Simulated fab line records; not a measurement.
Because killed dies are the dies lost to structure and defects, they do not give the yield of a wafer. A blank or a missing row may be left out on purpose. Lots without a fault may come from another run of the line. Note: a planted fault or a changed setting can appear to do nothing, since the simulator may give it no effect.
Matching of chambers    flow n5 finfet    4 sister chambers for N5_BEOL_M0_ALD_136 on ald metal-01
The step deposits TaN, pulse time 2 s, purge time 3 s, co reactant purge time 2 s. 4 wafers are shown with their chamber, then 12 later ones without.

== EACH WAFER AND ITS CHAMBER ==
wafer   chamber  heater power w (W)
L088.1  0        443
L091.2  1        503
L091.3  3        408
L091.4  2        441

== WAFERS MISSING THEIR CHAMBER ==
wafer   heater power w (W)
L092.1  449
L092.2  440
L092.6  500
L093.3  425
L093.5  420
L093.6  446
L094.1  398
L094.4  497
L094.5  422
L097.1  440
L097.3  486
L097.6  408

== CHAMBER TAKEN BY EACH ==
wafer   from the rows above           in truth
L092.1  can't be placed: 0 or 2       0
L092.2  can't be placed: 2 or 0       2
L092.6  1                             1
L093.3  can't be placed: 2 or 3 or 0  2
L093.5  can't be placed: 3 or 2 or 0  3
L093.6  can't be placed: 0 or 2       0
L094.1  3                             3
L094.4  1                             1
L094.5  can't be placed: 3 or 2 or 0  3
L097.1  can't be placed: 2 or 0       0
L097.3  1                             1
L097.6  3                             3
Placed correctly: 5 of 12. From these rows, 7 cannot be placed; in 7 the true chamber is one of the candidates. Number placed wrongly: 0.
How it was worked out, from the rows above alone: a wafer's distance from a chamber is the root of the sum, over the readings, of the square of ((its reading less the chamber's mean) divided by the reading's scatter). If the next closest chamber is less than 2 further off than the closest, the wafer can't be placed; otherwise it belongs to the closest. Each chamber's mean is taken over the wafers shown for it. The scatter (one wafer shown for each chamber): square how far every hidden wafer sits from the nearest shown wafer, average those squares and take the square root.
